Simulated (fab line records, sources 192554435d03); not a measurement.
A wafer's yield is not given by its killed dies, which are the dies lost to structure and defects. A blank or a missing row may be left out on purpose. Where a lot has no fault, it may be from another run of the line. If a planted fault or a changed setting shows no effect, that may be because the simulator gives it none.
fab line records | flow n5-finfet
record: lots: 5 wafers: 14 last-day: 17
route steps=1938 shown BEOL_M14@1750 PASSIVATION@1936
lots that met no fault: from a run of the same line without faults
start-h: start of the lot's first displayed wafer, in hours after the record's first day | wait-h: hours since the lot's step before | " the same as in the row above | L1.1+2: several wafers, shown together as one row | - no value, or no start given | * or withheld: withheld | < > ~ a bound
route shown NAME@n: a module of which the file shows steps, and the number in the route of the first | usual: mean and standard deviation over wafers with no fault | same: alike in all rows | chamber/n: place in a boat | sites: per-site readings | _std_site: the standard deviation of these | _edge_site: outer sites' mean less inner sites' | radius-mm: how far each site lies from the wafer's centre | mask NAME#n: copy n | behind: the last tool/chamber to shape the wafer | hold: cause of the lot's hold/its duration in hours/its outcome | device: transistor that didn't switch, given as n, p or np | end of line: at the end of the route, the tests of the same wafers | step lacking rows: just its recipe | killed: at the first sort, the dies lost to defects and structure; wafer yield is something else | map: a wafer's dies, marking killed ones x, the rest . and places with no die _
set.NAME: the setting that was run; set.NAME@STEP: the one run at that earlier step | model.NAME: the simulator's own value behind a step, which no gauge read
lots seen at some steps along the route; tables by step, rows by wafer
services: when a tool's chamber went out of use (start-h, in hours from the record's first day, below 0 if earlier), for how many hours, and the reason
== steps ==
step: N5_BEOL_M14_ETCH_67
recipe: chemistry: CF4 target: SiARC target-depth-a: 1430 time-s: 238.3 ion-energy-ev: 80 pressure-mtorr: 40 source-w: 545 bias-w: 36 Ar_flow_sccm: 100 cf4-flow-sccm: 100 ends: cleared
usual: drypump-motor-current-A: 6.0/0.43 etch-rf-on-time-s: 240/3.4 oes-product-au: 0.68/0.076 rf-vpp-V: 184.2/1.1 showerhead-plenum-p-Torr: 2.15/0.056 throttle-valve-pct: 15.66/0.25
columns lot.wafer tool chamber start-h wait-h drypump-motor-current-A etch-rf-on-time-s oes-product-au rf-hours-counter-h rf-vpp-V showerhead-plenum-p-Torr throttle-valve-pct
L980.2 rie-diel-04 3 274.08 0.0 6.1 238 0.74 35 182.2 2.10 15.35
L980.3 " 0 " " 5.4 243 0.80 4 183.8 2.11 15.21
L980.6 " 2 " " 5.1 238 0.59 - 183.5 2.12 15.98
L983.1 rie-diel-04 3 284.95 0.0 6.0 237 0.75 38 184.0 2.10 15.36
L983.4 " 0 " " 5.4 245 0.80 7 183.6 2.10 15.22
L983.6 " 1 " " 5.7 242 0.63 - 185.4 2.21 15.93
L990.1 rie-diel-01 1 325.85 0.0 6.6 238 0.60 245 182.9 2.11 15.99
L990.3 " 3 " " 6.1 235 0.68 105 182.9 2.16 15.75
L994.4 rie-diel-03 0 353.17 0.0 5.5 237 0.78 36 184.7 2.18 15.27
L994.5 " 3 " " 6.2 236 0.76 - 184.8 2.09 15.38
L994.6 " 0 " " 5.5 237 0.77 - 184.5 2.18 15.27
L998.1 rie-diel-04 1 368.35 0.0 5.7 243 0.61 210 185.7 2.20 15.98
L998.4 " 0 " " 5.4 245 0.74 - 183.2 2.09 15.27
L998.6 " 1 " " 5.7 241 0.61 - 187.1 2.20 16.00
step: N5_BEOL_M14_ETCH_68
recipe: chemistry: N2/H2 target: SOC mask-material: SiARC source-w: 3000 bias-w: 350 temp-c: 40 time-s: 450 ion-energy-ev: 200 pressure-mtorr: 30 n2-flow-sccm: 200 h2-flow-sccm: 200
step: N5_BEOL_M14_STRIP_69
recipe: chemistry: N2/H2 temp-c: 40 n2-flow-sccm: 200 h2-flow-sccm: 200 rf-frequency-hz: 6e+07
step: N5_BEOL_M14_TRENCH_ETCH_34
recipe: chemistry: C4F8/O2/Ar target: SiO2 target-depth-a: 5566.5 mask-material: SOC he-inner-torr: 15 he-outer-torr: 30 time-s: 126.9 ion-energy-ev: 800 pressure-mtorr: 20 source-w: 1905 bias-w: 2040 Ar_flow_sccm: 400 C4F8_flow_sccm: 16 O2_flow_sccm: 12
step: N5_BEOL_M14_STRIP_70
recipe: chemistry: C4F8/O2/Ar resist: SiARC rf-frequency-hz: 6e+07
step: N5_BEOL_M14_OCD_MEAS_35
usual: trench-depth-nm: 552/8.3
columns lot.wafer tool chamber start-h wait-h trench-depth-nm
L980.2 ocd-01 - 274.65 0.0 561
L980.3 " - " " 546
L980.6 " - " " 556
L983.1 ocd-02 - 285.53 0.0 554
L983.4 " - " " 544
L983.6 " - " " 551
L990.1 ocd-02 - 326.42 0.0 552
L990.3 " - " " 552
L994.4 ocd-02 - 353.75 0.0 560
L994.5 " - " " 559
L994.6 " - " " 557
L998.1 ocd-02 - 368.92 0.0 553
L998.4 " - " " 550
L998.6 " - " " 548
step: N5_BEOL_M14_STRIP_37
recipe: chemistry: O2 power-w: 600 temp-c: 60 pressure-mtorr: 30 rf-frequency-hz: 6e+07 bias-power-w: 0 overash-fraction: 0.3 o2-flow-sccm: 225
step: N5_BEOL_M14_ETCH_38
recipe: chemistry: CF4/N2 target: SiCN target-depth-a: 1065 taper-deg: 2 time-s: 120.6 ion-energy-ev: 150 mask-material: SiO2 pressure-mtorr: 40 source-w: 430 bias-w: 70 Ar_flow_sccm: 100 cf4-flow-sccm: 60 n2-flow-sccm: 60
usual: drypump-motor-current-A: 5.9/0.39 oes-product-au: 0.80/0.1 rf-vpp-V: 382.4/1.7 showerhead-plenum-p-Torr: 2.21/0.055 throttle-valve-pct: 15.46/0.26
columns lot.wafer tool chamber start-h wait-h drypump-motor-current-A oes-product-au rf-hours-counter-h rf-vpp-V showerhead-plenum-p-Torr throttle-valve-pct
L980.2 rie-diel-04 2 - - 5.1 0.70 227 382.0 2.18 15.81
L980.3 " 1 " " 5.7 0.73 177 384.5 2.29 15.75
L980.6 " 3 " " 6.0 0.87 - 381.5 2.16 15.17
L983.1 rie-diel-04 0 - - 5.4 0.93 8 380.9 2.17 15.04
L983.4 " 1 " " 5.7 0.74 180 384.1 2.28 15.76
L983.6 " 2 " " 5.2 0.70 - 381.9 2.18 15.81
L990.1 rie-diel-01 0 - - 6.4 0.80 85 383.5 2.32 15.57
L990.3 " 1 " " 6.6 0.69 246 381.0 2.17 15.81
L994.4 rie-diel-01 2 - - 5.9 0.70 - 381.8 2.19 15.44
L994.5 " 3 " " 6.1 0.77 - 382.3 2.22 15.61
L994.6 " 0 " " 6.5 0.79 - 385.6 2.32 15.59
L998.1 rie-diel-03 0 - - 5.5 0.90 44 384.6 2.24 15.12
L998.4 " 1 " " 6.0 0.85 51 381.9 2.16 15.42
L998.6 " 2 " " 5.8 0.66 - 382.1 2.17 15.75
step: N5_BEOL_M14_PRECLEAN_39
recipe: chemistry: residue-remover time-s: 60 temp-c: 40
step: N5_BEOL_M14_SRD_40
recipe: time-s: 30 temp-c: 23 rinse-liquid: diw dry: n2-spin spin-rpm: 1500 dry-time-s: 30
step: N5_BEOL_M14_DEGAS_41
recipe: ambient: vacuum temp-c: 300 time-s: 60
usual: heater-power-w: 455/35
columns lot.wafer tool chamber start-h wait-h heater-power-w
L980.2 pvd-sputter-02 - 276.28 1.0 492
L980.3 " - " " 470
L980.6 " - " " 455
L983.1 pvd-sputter-03 - 286.07 0.3 441
L983.4 " - " " 476
L983.6 " - " " 476
L990.1 pvd-sputter-03 - 328.24 0.2 479
L990.3 " - " " 488
L994.4 pvd-sputter-01 - 356.18 0.2 445
L994.5 " - " " 451
L994.6 " - " " 489
L998.1 pvd-sputter-01 - 370.00 0.2 364
L998.4 " - " " 440
L998.6 " - " " 370
step: N5_BEOL_M14_PRE_CLEAN_42
recipe: gas: H2/He time-s: 30 temp-c: 300
step: N5_BEOL_M14_SPUTTER_43
recipe: material: TaN target-thk-a: 150 temp-c: 50 bias-v: 168.6 power-w: 15000 chamber-pressure-pa: 0.12 time-s: 24.19
usual: throttle-valve-pct: 29.6/1.1
columns lot.wafer tool chamber start-h wait-h throttle-valve-pct model.TaN_of_BEOL_M14_SPUTTER_43.thk-nm
L980.2 pvd-sputter-02 - 276.36 0.0 28.6 14.8
L980.3 " - " " 29.0 14.6
L980.6 " - " " 28.8 15
L983.1 pvd-sputter-03 - 286.15 0.0 29.1 15.2
L983.4 " - " " 31.1 15
L983.6 " - " " 31.0 15
L990.1 pvd-sputter-03 - 328.32 0.0 27.6 11.6
L990.3 " - " " 31.2 11.4
L994.4 pvd-sputter-01 - 356.26 0.0 31.0 14.8
L994.5 " - " " 28.9 14.6
L994.6 " - " " 30.9 14.8
L998.1 pvd-sputter-01 - 370.08 0.0 30.0 14.6
L998.4 " - " " 30.9 14.8
L998.6 " - " " 29.9 14.8
step: N5_BEOL_M14_SPUTTER_44
recipe: material: Ta target-thk-a: 150 temp-c: 50 bias-v: 80 power-w: 15000 chamber-pressure-pa: 0.07 time-s: 24.19
step: N5_BEOL_M14_SPUTTER_45
recipe: material: Cu target-thk-a: 1000 temp-c: -20 bias-v: 60 power-w: 26000 chamber-pressure-pa: 0.13 time-s: 16.67
usual: throttle-valve-pct: 29.6/1.1
columns lot.wafer tool chamber start-h wait-h throttle-valve-pct
L980.2 pvd-sputter-02 - 276.52 0.0 28.4
L980.3 " - " " 28.5
L980.6 " - " " 29.1
L983.1 pvd-sputter-03 - 286.31 0.0 29.0
L983.4 " - " " 31.3
L983.6 " - " " 31.3
L990.1 pvd-sputter-03 - 328.48 0.0 27.7
L990.3 " - " " 31.3
L994.4 pvd-sputter-01 - 356.42 0.0 30.9
L994.5 " - " " 28.6
L994.6 " - " " 30.7
L998.1 pvd-sputter-01 - 370.24 0.0 30.0
L998.4 " - " " 30.8
L998.6 " - " " 30.2
step: N5_BEOL_M14_ECD_47
recipe: material: Cu target-thk-a: 12480
step: N5_BEOL_M14_ANNEAL_48
recipe: temp-c: 225 time-s: 90 ambient: N2
usual: wafer_temp_C_max: 226.0/0.33
columns lot.wafer tool chamber start-h wait-h wafer_temp_C_max
L980.2 rtp-anneal-02 0 276.88 0.2 225.9
L980.3 " 0 " " 226.3
L980.6 " 0 " " 225.9
L983.1 rtp-anneal-02 0 286.62 0.1 226.3
L983.4 " 0 " " 226.1
L983.6 " 0 " " 225.9
L990.1 rtp-anneal-01 0 329.09 0.4 226.2
L990.3 " 0 " " 226.3
L994.4 rtp-anneal-01 0 356.86 0.2 226.4
L994.5 " 0 " " 226.6
L994.6 " 0 " " 226.1
L998.1 rtp-anneal-01 0 370.69 0.3 226.1
L998.4 " 0 " " 226.3
L998.6 " 0 " " 226.0
step: N5_BEOL_M14_CMP_49
recipe: stop-on: SiO2 t-overpolish-s: 5.2 down-force-psi: 2 platen-rpm: 80 clearing-platen-down-force-psi: 2 clearing-platen-rpm: 80 post-cmp-clean: cu-alkaline target-thk-nm: 560 clearing-platen-pad-velocity-m-s: 1.5917 pad-velocity-m-s: 1.5917
usual: barrier-field-endpoint-s: 11.37/0.24 motor-current-A: 8.2/0.97 slurry-flow-ml-min: 150.1/0.48
columns lot.wafer tool chamber start-h wait-h barrier-field-endpoint-s motor-current-A slurry-flow-ml-min
L980.2 cmp-02 3 277.18 0.3 11.64 10.0 150.0
L980.3 " 1 " " 11.22 7.5 150.1
L980.6 " 3 " " 11.42 9.6 150.3
L983.4 cmp-04 2 286.92 0.1 10.88 7.4 150.3
L983.1 " 3 " " 11.36 7.7 150.2
L983.6 " 2 " " 11.06 7.3 150.8
L990.1 cmp-02 2 329.40 0.3 9.84 7.6 149.7
L990.3 " 1 " " 10.00 7.6 150.0
L994.4 cmp-04 3 357.06 0.2 11.28 8.1 150.2
L994.5 " 2 " " 11.08 7.1 149.1
L994.6 " 3 " " 10.95 8.0 150.5
L998.1 cmp-01 0 371.02 0.3 11.20 8.8 149.6
L998.4 " 1 " " 11.27 9.5 150.4
L998.6 " 3 " " 11.27 8.0 149.8
step: N5_BEOL_M14_THK_MEAS_50
recipe: thk-meas-gauge: xrf reads: Cu_of_BEOL_M14_ECD_47
usual: M14_THK: 574/10
columns lot.wafer tool chamber start-h wait-h M14_THK[nm]
L980.2 film-metro-02 - 277.44 - 588
L980.3 " - " " 569
L980.6 " - " " 577
L983.1 film-metro-01 - 287.21 - 574
L983.4 " - " " 563
L983.6 " - " " 575
L990.1 film-metro-01 - 329.69 - 585
L990.3 " - " " 582
L994.4 film-metro-01 - 357.32 - 569
L994.5 " - " " 570
L994.6 " - " " 569
L998.1 film-metro-01 - 371.28 - 570
L998.4 " - " " 565
L998.6 " - " " 566
step: N5_PASSIVATION_PROBE_49
usual: defect-limited-yield: 91.2/1.5 killed_at_M0_to_M3: 35/11 killed_at_M4_up: 13/5.6 killed-at-contacts: 13/6.3 killed-at-front-end: 38/12 killed-at-other: 3.7/2.9 killed-dies: 104/18 killed-open: 69/13 killed-short: 34/8.3 sort_bin_5_function: 5.2/0.95 sort_bin_6_memory: 3.3/0.68 sort-n-pass: 1076/18 sort-yield-pct: 91.2/1.5
same: gross-dies: 1180 killed-at-back-side: 0 sort_bin_4_leakage[%]: 0 sort_bin_8_speed[%]: 0
columns lot.wafer tool chamber start-h wait-h defect-limited-yield[%] killed_at_M0_to_M3 killed_at_M4_up killed-at-contacts killed-at-front-end killed-at-other killed-dies killed-open killed-short sort_bin_5_function[%] sort_bin_6_memory[%] sort-n-pass sort-yield-pct[%]
L983.1 prober-01 - 311.51 0.0 91.4 24 15 21 38 3 101 63 36 5.3 3.1 1079 91.4
L983.4 prober-01 - 311.66 0.2 90.0 46 17 19 33 3 118 73 40 5.7 3.9 1062 90.0
L983.6 prober-01 - 311.76 0.3 90.9 41 21 11 34 0 107 68 31 5.1 3.3 1073 90.9
L990.1 prober-01 - 349.86 0.0 90.8 45 21 5 33 4 108 69 38 5.3 3.4 1072 90.8
L990.3 prober-01 - 349.96 0.1 93.0 28 16 10 20 9 83 58 25 4.3 2.5 1097 93.0
L994.4 prober-01 - 378.79 0.2 90.8 32 10 15 49 2 108 78 30 4.6 4.3 1072 90.8
L994.5 prober-01 - 378.84 0.2 91.8 28 9 18 41 1 97 61 35 4.7 3.3 1083 91.8
L994.6 prober-01 - 378.89 0.3 92.1 28 5 20 39 1 93 63 30 4.7 2.8 1087 92.1
killed by level:class
L983.1 MOL_CONTACT_COAG:geometric-particle:open=14 FIN_SAQP:geometric-particle:short=7 FIN_SAQP:geometric-particle:open=7 STI_FIN_REVEAL:geometric-particle:open=7 BEOL_M5:geometric-particle:open=7 MOL_CONTACT_COAG:geometric-particle:short=6 DUMMY_GATE:geometric-particle:open=5 BEOL_M0_SAQP:geometric-particle:short=5
L983.4 MOL_CONTACT_COAG:geometric-particle:open=13 BEOL_M0_SAQP:geometric-particle:short=13 BEOL_M1:geometric-particle:open=12 BEOL_M0_SAQP:geometric-particle:open=8 FIN_SAQP:geometric-particle:open=7 STI_FIN_REVEAL:geometric-particle:open=6 STARTING-WAFER:geometric-particle:short=5 FIN_SAQP:geometric-particle:short=4
L983.6 FIN_SAQP:geometric-particle:short=9 STI_FIN_REVEAL:geometric-particle:open=9 BEOL_M3:geometric-particle:open=9 MOL_CONTACT_COAG:geometric-particle:open=8 BEOL_M1:geometric-particle:open=8 BEOL_M0_SAQP:geometric-particle:open=7 BEOL_M2:geometric-particle:open=6 BEOL_M0_SAQP:geometric-particle:short=6
L990.1 BEOL_M3:geometric-particle:open=9 BEOL_M0_SAQP:geometric-particle:short=8 BEOL_M4:geometric-particle:open=8 BEOL_M0_SAQP:geometric-particle:open=7 GATE_CUT:geometric-particle:open=6 BEOL_M0:geometric-particle:open=6 FIN_SAQP:geometric-particle:short=5 FIN_SAQP:geometric-particle:open=4
L990.3 MOL_CONTACT_COAG:geometric-particle:open=10 BEOL_M4:geometric-particle:open=8 BEOL_M3:geometric-particle:open=7 BEOL_M0_SAQP:geometric-particle:short=6 BEOL_M0:geometric-particle:open=4 BEOL_M2:geometric-particle:open=4 PAD_METAL:geometric-particle:open=4 PAD_METAL:geometric-particle:short=4
L994.4 FIN_SAQP:geometric-particle:open=15 MOL_CONTACT_COAG:geometric-particle:open=14 FIN_SAQP:geometric-particle:short=9 BEOL_M0_SAQP:geometric-particle:short=7 BEOL_M3:geometric-particle:open=7 BEOL_M4:geometric-particle:open=7 ILD0:geometric-particle:open=6 BEOL_M0_SAQP:geometric-particle:open=5
L994.5 MOL_CONTACT_COAG:geometric-particle:open=15 FIN_SAQP:geometric-particle:short=13 FIN_SAQP:geometric-particle:open=9 BEOL_M2:geometric-particle:open=6 BEOL_M0_SAQP:geometric-particle:short=5 BEOL_M0_SAQP:geometric-particle:open=4 BEOL_M3:geometric-particle:open=4 STARTING-WAFER:geometric-particle:open=4
L994.6 MOL_CONTACT_COAG:geometric-particle:open=15 FIN_SAQP:geometric-particle:open=10 BEOL_M3:geometric-particle:open=9 BEOL_M2:geometric-particle:open=8 FIN_SAQP:geometric-particle:short=6 GATE_CUT:geometric-particle:short=6 MOL_CONTACT_COAG:geometric-particle:short=5 BEOL_M0_SAQP:geometric-particle:short=5
== services ==
columns tool chamber start-h hours kind
cmp-04 - 253.81 6.2 pm
rie-diel-03 1 261.09 19.7 repair
cmp-01 - 263.13 2.2 repair
cmp-01 - 266.86 4.0 pm
cmp-01 - 270.86 - consumable-replace:conditioner
cmp-01 - 270.86 - consumable-replace:pad
rtp-anneal-01 - 304.29 6.2 pm
rie-diel-03 2 333.64 14.0 repair
rie-diel-01 1 336.70 - clean
rie-diel-01 1 336.70 - consumable-replace:focus-ring
rie-diel-01 1 336.70 22.8 scheduled-down
rie-diel-01 1 336.70 22.8 vent-cycle
pvd-sputter-03 - 340.21 4.5 repair
rie-diel-04 2 345.36 - clean
rie-diel-04 2 345.36 - consumable-replace:focus-ring
rie-diel-04 2 345.36 27.9 scheduled-down
rie-diel-04 2 345.36 27.9 vent-cycle
rie-diel-04 0 346.07 5.5 repair
rie-diel-01 0 350.57 4.9 repair
rie-diel-01 3 365.79 24.3 repair
== key ==
first-sign: step: N5_BEOL_M14_CMP_49 reading: barrier-field-endpoint-s direction: down sigmas: 6.2 usual: 11.37 struck: 9.92
effect none on later readings
model-effect: step: N5_BEOL_M14_SPUTTER_43 value: TaN_of_BEOL_M14_SPUTTER_43.thk-nm without: 14.9 struck: 11.5
met-at N5_BEOL_M14_SPUTTER_43
struck-wafers L990.1,L990.3
onset-between 286.15 328.32
also-fits N5_BEOL_M14_ETCH_67:rie-diel-01,N5_BEOL_M14_DEGAS_41:pvd-sputter-03,N5_BEOL_M14_SPUTTER_45:pvd-sputter-03,N5_BEOL_M14_CMP_49:cmp-02
fault: kind: process-parameter-drift tool: pvd-sputter-03 chamber: - onset-h: 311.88 steps: N5_BEOL_M14_SPUTTER_43 channel: time-s offset: * shape: step end-h: 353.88 scope: struck-wafers-only acts-in: * stated: *
